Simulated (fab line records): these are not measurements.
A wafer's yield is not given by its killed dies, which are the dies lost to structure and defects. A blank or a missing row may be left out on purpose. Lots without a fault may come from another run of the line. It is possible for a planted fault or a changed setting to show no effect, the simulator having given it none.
Matching of chambers + flow nand_harc + NHARC_A_SGD_CUT_DEP_00 on pecvd-03: 3 sister chambers
The step deposits SiNx, target thk 50 nm. 20 wafers are shown with their chamber, then 10 later ones without.

== WAFERS PAIRED WITH THEIR CHAMBERS ==
| wafer  | chamber | heater_power_w (W) | rf_fwd_power_W (W) | susceptor_temp_C (C) |
|--------|---------|--------------------|--------------------|----------------------|
| L077.1 | 1       | 628                | 450.3              | 399.99               |
| L077.2 | 2       | 674                | 448.5              | 400.24               |
| L077.5 | 1       | 639                | 449.5              | 400.03               |
| L076.4 | 0       | 894                | 449.0              | 400.03               |
| L076.5 | 1       | 643                | 449.8              | 400.26               |
| L076.6 | 2       | 627                | 448.0              | 400.01               |
| L079.1 | 0       | 828                | 448.5              | 399.86               |
| L079.3 | 2       | 569                | 449.9              | 399.88               |
| L079.5 | 1       | 657                | 447.6              | 399.95               |
| L080.2 | 0       | 746                | 444.8              | 400.05               |
| L080.5 | 1       | 580                | 449.0              | 399.77               |
| L080.6 | 0       | 753                | 447.4              | 399.88               |
| L082.1 | 2       | 688                | 447.9              | 400.17               |
| L082.2 | 1       | 560                | 451.4              | 399.95               |
| L082.5 | 0       | 846                | 447.0              | 400.29               |
| L085.3 | 2       | 620                | 448.4              | 399.50               |
| L085.4 | 2       | 613                | 448.0              | 399.87               |
| L085.6 | 1       | 586                | 448.4              | 400.21               |
| L089.1 | 1       | 688                | 449.5              | 399.89               |
| L089.3 | 2       | 633                | 448.3              | 400.16               |

SIGNATURES (averages over the wafers above)
| reading          | chamber 0 | chamber 1 | chamber 2 | scatter within a chamber |
|------------------|-----------|-----------|-----------|--------------------------|
| heater_power_w   | 813.40    | 622.62    | 632.00    | 47.7                     |
| rf_fwd_power_W   | 447.340   | 449.438   | 448.429   | 1.16                     |
| susceptor_temp_C | 400.0220  | 400.0062  | 399.9757  | 0.202                    |
Rule: for a wafer and a chamber, the distance is found by dividing, reading by reading, the gap between the wafer's reading and the chamber's mean by the reading's scatter, squaring, summing and taking the root. If the next closest chamber is less than 2 further off than the closest, the wafer can't be placed; otherwise it belongs to the closest. The scatter: the root of (the sum of the squares of (reading less its chamber's mean) over the shown wafers, divided by (wafers less chambers)).

== WAFERS MISSING THEIR CHAMBER ==
| wafer  | heater_power_w (W) | rf_fwd_power_W (W) | susceptor_temp_C (C) |
|--------|--------------------|--------------------|----------------------|
| L089.4 | 662                | 448.2              | 400.09               |
| L091.2 | 814                | 448.6              | 400.07               |
| L091.3 | 583                | 448.1              | 399.87               |
| L091.4 | 795                | 448.0              | 400.14               |
| L090.1 | 648                | 445.9              | 400.38               |
| L090.3 | 870                | 447.0              | 400.19               |
| L090.6 | 662                | 446.4              | 399.70               |
| L094.2 | 847                | 444.4              | 400.06               |
| L094.5 | 620                | 450.1              | 399.77               |
| L094.6 | 575                | 448.5              | 400.21               |

== WHICH CHAMBER EACH WENT THROUGH ==
| wafer  | from the rows above          | in truth |
|--------|------------------------------|----------|
| L089.4 | can't be placed: 2 or 1      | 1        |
| L091.2 | 0                            | 0        |
| L091.3 | can't be placed: 2 or 1      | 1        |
| L091.4 | 0                            | 0        |
| L090.1 | can't be placed: 2 or 1 or 0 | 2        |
| L090.3 | 0                            | 0        |
| L090.6 | can't be placed: 2 or 1 or 0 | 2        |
| L094.2 | 0                            | 0        |
| L094.5 | can't be placed: 1 or 2      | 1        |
| L094.6 | can't be placed: 1 or 2      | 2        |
4 of 10 placed correctly. From these rows, 6 cannot be placed; in 6 the true chamber is one of the candidates. 0 placed wrongly.
